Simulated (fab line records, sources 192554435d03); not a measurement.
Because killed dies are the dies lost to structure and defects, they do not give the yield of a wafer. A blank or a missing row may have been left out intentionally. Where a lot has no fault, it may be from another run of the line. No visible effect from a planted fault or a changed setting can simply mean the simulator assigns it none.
What tool caused it?	flow n5 finfet	24 lots, 72 wafers sampled, at 6 steps of a route of 1938

WHAT THE GAUGES SHOWED, per wafer
N5_BEOL_M11_CD_MEAS_28: target cd 70 nm.
lot	measured	on	cd nm (nm)
L074	day 10 23:10	cd sem-01	70.0 69.6 69.8
L075	day 11 00:51	cd sem-03	69.7 69.2 68.1
L076	day 11 09:30	cd sem-02	69.1 71.1 70.0
L077	day 11 17:14	cd sem-01	68.0 66.3 68.6
L078	day 11 20:35	cd sem-01	70.7 71.1 69.6
L080	day 12 10:56	cd sem-03	70.0 70.5 68.5
L079	day 12 14:13	cd sem-02	71.1 70.2 68.9
L081	day 12 14:23	cd sem-03	70.3 67.6 68.4
L083	day 13 04:40	cd sem-01	68.9 69.1 68.2
L082	day 13 07:07	cd sem-03	69.8 70.4 72.1
L086	day 13 16:43	cd sem-03	70.2 70.2 71.3
L084	day 13 17:03	cd sem-03	69.1 71.6 69.1
L085	day 13 22:01	cd sem-03	71.7 70.2 70.1
L089	day 14 20:26	cd sem-02	71.4 70.8 70.2
L088	day 14 20:43	cd sem-03	69.5 71.8 71.4
L087	day 15 01:11	cd sem-01	69.0 69.6 69.1
L090	day 15 01:20	cd sem-01	70.2 70.8 71.2
L091	day 15 13:36	cd sem-03	69.4 69.8 70.0
L093	day 16 00:31	cd sem-02	69.7 69.0 69.9
L092	day 16 00:42	cd sem-02	67.6 67.8 68.3
L094	day 16 18:16	cd sem-01	70.5 72.0 72.1
L095	day 17 01:49	cd sem-02	71.2 71.2 69.3
L097	day 17 05:53	cd sem-01	68.6 69.9 72.3
L096	day 17 07:52	cd sem-03	70.7 69.8 68.0

N5_BEOL_M13_THK_MEAS_01.
lot	measured	on	M13_ILD_THK (nm)
L074	day 11 09:26	film metro-02	833 827 864
L075	day 11 12:00	film metro-02	845 854 841
L076	day 11 19:08	film metro-01	833 828 845
L077	day 12 06:15	film metro-02	818 830 844
L078	day 12 06:20	film metro-01	834 842 848
L080	day 12 23:54	film metro-02	828 827 847
L079	day 13 00:43	film metro-01	824 843 853
L081	day 13 00:51	film metro-02	837 848 842
L083	day 13 17:57	film metro-02	827 824 843
L082	day 13 19:46	film metro-02	830 838 838
L086	day 14 00:19	film metro-01	833 840 841
L084	day 14 00:35	film metro-02	859 841 844
L085	day 14 11:00	film metro-02	847 843 864
L089	day 15 07:59	film metro-01	852 841 857
L088	day 15 08:15	film metro-02	835 849 858
L087	day 15 13:48	film metro-02	840 833 841
L090	day 15 14:04	film metro-02	826 819 834
L091	day 16 03:06	film metro-01	845 840 847
L093	day 16 16:10	film metro-01	841 835 836
L092	day 16 20:19	film metro-01	828 835 842
L094	day 17 08:28	film metro-02	834 848 848
L095	day 17 11:04	film metro-02	862 863 858
L097	day 17 16:38	film metro-02	830 851 854
L096	day 17 16:50	film metro-02	826 855 853

WHAT TOOL EACH LOT RAN ON (gives the tool, then ch and the chambers of the sampled wafers, and finally the start)
lot	N5_BEOL_M11_ETCH_66	N5_BEOL_M11_ALD_74	N5_BEOL_M12_ETCH_59	N5_BEOL_M12_ANNEAL_48
L074	rie diel-06 ch 0,1,3, day 10 23:58	ald metal-03 ch 0,1,2, day 11 01:57	rie diel-01 ch 0,3, day 11 04:20	rtp anneal-01 ch 0, day 11 08:32
L075	rie diel-05 ch 0,2, day 11 01:01	ald metal-04 ch 1,3, day 11 02:08	rie diel-04 ch 2,3, day 11 04:41	rtp anneal-02 ch 0, day 11 11:08
L076	rie diel-06 ch 1,3, day 11 09:40	ald metal-01 ch 0,1,2, day 11 10:52	rie diel-01 ch 1,2,3, day 11 13:05	rtp anneal-01 ch 0, day 11 18:13
L077	rie diel-05 ch 0,1,3, day 11 17:25	ald metal-01 ch 1,2, day 11 18:49	rie diel-01 ch 0,1,2, day 11 23:02	rtp anneal-02 ch 0, day 12 05:25
L078	rie diel-06 ch 0,1,2, day 11 20:46	ald metal-01 ch 0,1,3, day 11 22:05	rie diel-02 ch 1,2,3, day 12 01:18	rtp anneal-01 ch 0, day 12 05:25
L080	rie diel-05 ch 0,2,3, day 12 11:59	ald metal-01 ch 0,1,2, day 12 14:46	rie diel-01 ch 1,2,3, day 12 17:10	rtp anneal-02 ch 0, day 12 22:58
L079	rie diel-05 ch 1,3, day 12 14:23	ald metal-03 ch 0,1,2, day 12 15:32	rie diel-01 ch 0,2, day 12 17:55	rtp anneal-02 ch 0, day 12 23:47
L081	rie diel-06 ch 0,1,3, day 12 14:34	ald metal-04 ch 1,2,3, day 12 16:04	rie diel-04 ch 1,2,3, day 12 18:56	rtp anneal-01 ch 0, day 12 23:55
L083	rie diel-06 ch 0,1,2, day 13 05:04	ald metal-04 ch 0,2,3, day 13 06:27	rie diel-02 ch 0,2,3, day 13 09:26	rtp anneal-01 ch 0, day 13 17:04
L082	rie diel-06 ch 1,2, day 13 07:17	ald metal-03 ch 1,2, day 13 10:06	rie diel-01 ch 1,2, day 13 12:26	rtp anneal-01 ch 0, day 13 18:52
L086	rie diel-03 ch 1,3, day 13 16:53	ald metal-01 ch 0,1,2, day 13 18:07	rie diel-02 ch 1,3, day 13 20:22	rtp anneal-02 ch 0, day 13 23:23
L084	rie diel-05 ch 2,3, day 13 17:13	ald metal-04 ch 0,1,3, day 13 18:21	rie diel-02 ch 1,2, day 13 20:38	rtp anneal-02 ch 0, day 13 23:47
L085	rie diel-06 ch 0,2,3, day 13 22:29	ald metal-04 ch 0,2, day 14 01:01	rie diel-01 ch 0,1,2, day 14 03:14	rtp anneal-02 ch 0, day 14 10:08
L089	rie diel-03 ch 1,2,3, day 14 20:37	ald metal-01 ch 0,1, day 14 21:48	rie diel-01 ch 0,1,3, day 15 01:50	rtp anneal-02 ch 0, day 15 07:03
L088	rie diel-06 ch 0,1,3, day 14 20:54	ald metal-03 ch 0,1,3, day 14 22:08	rie diel-01 ch 0,2,3, day 15 02:32	rtp anneal-02 ch 0, day 15 07:19
L087	rie diel-03 ch 0,1,3, day 15 01:21	ald metal-01 ch 1,2,3, day 15 02:41	rie diel-04 ch 1,2, day 15 06:22	rtp anneal-02 ch 0, day 15 12:58
L090	rie diel-05 ch 0,1,2, day 15 01:44	ald metal-01 ch 0,1,2, day 15 03:59	rie diel-01 ch 0,1,2, day 15 07:19	rtp anneal-02 ch 0, day 15 13:08
L091	rie diel-03 ch 0,1,3, day 15 13:50	ald metal-04 ch 0,2,3, day 15 15:09	rie diel-01 ch 2,3, day 15 20:31	rtp anneal-02 ch 0, day 16 02:18
L093	rie diel-03 ch 2,3, day 16 01:18	ald metal-04 ch 0,3, day 16 02:43	rie diel-04 ch 1,2,3, day 16 07:51	rtp anneal-02 ch 0, day 16 15:13
L092	rie diel-05 ch 0,1,2, day 16 01:34	ald metal-04 ch 0,2,3, day 16 03:45	rie diel-04 ch 0,2,3, day 16 08:23	rtp anneal-02 ch 0, day 16 19:23
L094	rie diel-06 ch 1,2,3, day 16 18:29	ald metal-01 ch 0,1,2, day 16 19:50	rie diel-01 ch 0,1,3, day 17 02:55	rtp anneal-01 ch 0, day 17 07:28
L095	rie diel-06 ch 0,2,3, day 17 01:59	ald metal-04 ch 0,2,3, day 17 03:14	rie diel-02 ch 0,1,3, day 17 05:23	rtp anneal-02 ch 0, day 17 10:16
L097	rie diel-06 ch 0,2,3, day 17 06:03	ald metal-01 ch 0,3, day 17 07:26	rie diel-02 ch 0,1,3, day 17 09:35	rtp anneal-02 ch 0, day 17 15:28
L096	rie diel-05 ch 0,1,3, day 17 08:06	ald metal-03 ch 0,1,3, day 17 09:18	rie diel-01 ch 0,1,3, day 17 11:48	rtp anneal-01 ch 0, day 17 15:58
- N5_BEOL_M11_ETCH_66: etches SOC in N2/H2, target depth 120 nm, overetch 24 nm, time 180 s.
- N5_BEOL_M11_ALD_74: deposits TaN, target thk 2 nm, pulse time 2 s, purge time 3 s.
- N5_BEOL_M12_ETCH_59: etches BARC in N2/H2, target depth 89 nm, overetch 26.7 nm, time 67.9 s.
- N5_BEOL_M12_ANNEAL_48: time 90 s.

WHAT THE TOOLS THEMSELVES READ (means of the sampled wafers that have a number; where no wafer has one, the mark that the record gives instead)
N5_BEOL_M11_ETCH_66.
lot	tool	bias w (W)	drypump motor current A (A)	oes product au (a.u.)	rf fwd power W (W)	rf vpp V (V)	showerhead plenum p Torr (Torr)	throttle valve pct (%)
L074	rie diel-06	149.7	5.70	0.64	837.7	521.7	2.44	17.77
L075	rie diel-05	150.2	5.44	0.68	840.7	524.3	2.57	17.97
L076	rie diel-06	150.2	5.72	0.60	836.7	521.3	2.43	17.88
L077	rie diel-05	149.9	5.75	0.66	834.9	524.7	2.61	18.04
L078	rie diel-06	149.7	5.52	0.68	839.9	523.2	2.55	17.85
L080	rie diel-05	149.8	5.61	0.65	839.5	524.4	2.56	18.00
L079	rie diel-05	149.9	5.92	0.63	838.0	525.3	2.61	18.06
L081	rie diel-06	149.5	5.69	0.63	838.3	522.0	2.44	17.79
L083	rie diel-06	150.2	5.52	0.66	835.0	524.1	2.55	17.87
L082	rie diel-06	149.7	5.55	0.64	836.1	524.0	2.53	17.98
L086	rie diel-03	150.2	5.89	0.60	836.6	522.6	2.50	18.06
L084	rie diel-05	149.8	5.55	0.59	836.9	523.5	2.52	17.86
L085	rie diel-06	149.9	5.59	0.66	837.1	522.9	2.53	17.78
L089	rie diel-03	150.0	5.88	0.57	838.7	520.6	2.45	18.01
L088	rie diel-06	149.7	5.71	0.61	835.9	521.1	2.43	17.83
L087	rie diel-03	149.8	6.02	0.62	835.9	522.1	2.47	17.96
L090	rie diel-05	150.6	5.54	0.61	838.6	524.5	2.57	17.92
L091	rie diel-03	149.8	6.06	0.62	836.4	522.4	2.47	17.96
L093	rie diel-03	149.3	5.95	0.73	836.7	525.9	2.62	17.60
L092	rie diel-05	149.7	5.53	0.61	838.7	524.9	2.56	17.92
L094	rie diel-06	149.6	5.62	0.63	836.2	522.3	2.52	17.90
L095	rie diel-06	149.5	5.60	0.65	838.7	524.1	2.53	17.80
L097	rie diel-06	150.0	5.59	0.65	833.6	523.9	2.53	17.79
L096	rie diel-05	150.0	5.74	0.62	839.9	525.0	2.59	18.11

N5_BEOL_M11_ALD_74.
lot	tool	heater power w (W)	susceptor temp C (C)
L074	ald metal-03	400	275.03
L075	ald metal-04	421	275.17
L076	ald metal-01	394	275.15
L077	ald metal-01	381	274.83
L078	ald metal-01	436	275.02
L080	ald metal-01	387	274.93
L079	ald metal-03	400	274.99
L081	ald metal-04	435	275.07
L083	ald metal-04	435	275.05
L082	ald metal-03	393	275.09
L086	ald metal-01	391	275.06
L084	ald metal-04	422	275.03
L085	ald metal-04	479	274.72
L089	ald metal-01	377	274.81
L088	ald metal-03	425	275.03
L087	ald metal-01	444	274.99
L090	ald metal-01	384	275.05
L091	ald metal-04	439	275.08
L093	ald metal-04	418	275.07
L092	ald metal-04	436	274.95
L094	ald metal-01	391	274.99
L095	ald metal-04	434	275.03
L097	ald metal-01	498	275.05
L096	ald metal-03	421	274.90

N5_BEOL_M12_ETCH_59.
lot	tool	bias w (W)	drypump motor current A (A)	oes product au (a.u.)	rf fwd power W (W)	rf vpp V (V)	showerhead plenum p Torr (Torr)	throttle valve pct (%)
L074	rie diel-01	150.4	5.7	0.64	832	521.3	2.44	18.10
L075	rie diel-04	150.4	5.0	0.69	834	525.4	2.62	18.11
L076	rie diel-01	149.8	5.6	0.66	832	521.8	2.48	17.83
L077	rie diel-01	149.8	5.9	0.65	835	521.4	2.46	17.73
L078	rie diel-02	150.1	5.3	0.66	832	524.9	2.61	18.04
L080	rie diel-01	149.9	5.6	0.64	833	521.7	2.47	17.85
L079	rie diel-01	149.7	5.8	0.64	836	522.8	2.50	17.81
L081	rie diel-04	150.4	5.4	0.66	831	524.0	2.59	18.01
L083	rie diel-02	150.1	5.6	0.65	832	523.5	2.56	18.03
L082	rie diel-01	150.4	5.7	0.65	832	522.9	2.51	17.70
L086	rie diel-02	150.2	5.1	0.63	827	524.0	2.55	18.04
L084	rie diel-02	149.8	5.4	0.62	829	525.3	2.58	18.01
L085	rie diel-01	149.9	5.9	0.64	834	522.0	2.46	17.76
L089	rie diel-01	149.8	5.8	0.62	830	521.0	2.42	17.93
L088	rie diel-01	150.3	5.7	0.62	834	521.8	2.46	18.00
L087	rie diel-04	149.5	5.4	0.66	834	524.1	2.56	17.97
L090	rie diel-01	149.4	5.9	0.63	836	522.4	2.45	17.77
L091	rie diel-01	150.6	5.5	0.61	830	522.2	2.47	18.12
L093	rie diel-04	149.6	5.4	0.71	831	524.2	2.58	17.93
L092	rie diel-04	150.1	5.3	0.73	831	526.8	2.64	17.92
L094	rie diel-01	150.1	5.8	0.61	831	520.9	2.41	17.95
L095	rie diel-02	149.9	5.4	0.63	831	523.1	2.50	18.07
L097	rie diel-02	149.6	5.4	0.63	831	523.1	2.50	18.06
L096	rie diel-01	149.7	5.8	0.61	832	519.8	2.41	17.95

N5_BEOL_M12_ANNEAL_48.
lot	tool	wafer_temp_C_max
L074	rtp anneal-01	225.89
L075	rtp anneal-02	225.82
L076	rtp anneal-01	225.36
L077	rtp anneal-02	226.00
L078	rtp anneal-01	225.68
L080	rtp anneal-02	225.91
L079	rtp anneal-02	226.15
L081	rtp anneal-01	225.95
L083	rtp anneal-01	225.55
L082	rtp anneal-01	225.80
L086	rtp anneal-02	225.91
L084	rtp anneal-02	225.79
L085	rtp anneal-02	225.89
L089	rtp anneal-02	225.92
L088	rtp anneal-02	226.05
L087	rtp anneal-02	225.75
L090	rtp anneal-02	225.81
L091	rtp anneal-02	225.70
L093	rtp anneal-02	226.01
L092	rtp anneal-02	225.79
L094	rtp anneal-01	225.82
L095	rtp anneal-02	225.82
L097	rtp anneal-02	225.87
L096	rtp anneal-01	225.70

THE ANSWER, worked out from the rows above alone
Rule: the usual values come from the lots themselves. The widest of any qualifying gaps counts: lots, ordered by their means at a reading, are off when they make up no more than a third of the lots, leave a main group of 4 or more, and stand apart from it by 3 or more times the standard deviation of that group's means. A main group whose means are all the same, to the digits that the tables above print for the reading, isn't used. A lot without any number at a reading at which 4 lots or more have one is off too. The other lots that the step has rows for count as sound. The gauges are gone through in route order, then the tools' own readings, and for those a lot's mean is taken as printed above. The first step at which some lot is off is used, and at that step the reading that is off furthest; a lot without a number counts as furthest.
No lot is off on any of the readings shown, so nothing can be concluded from this.

WHAT HAD BEEN PUT IN BY THE SIMULATOR
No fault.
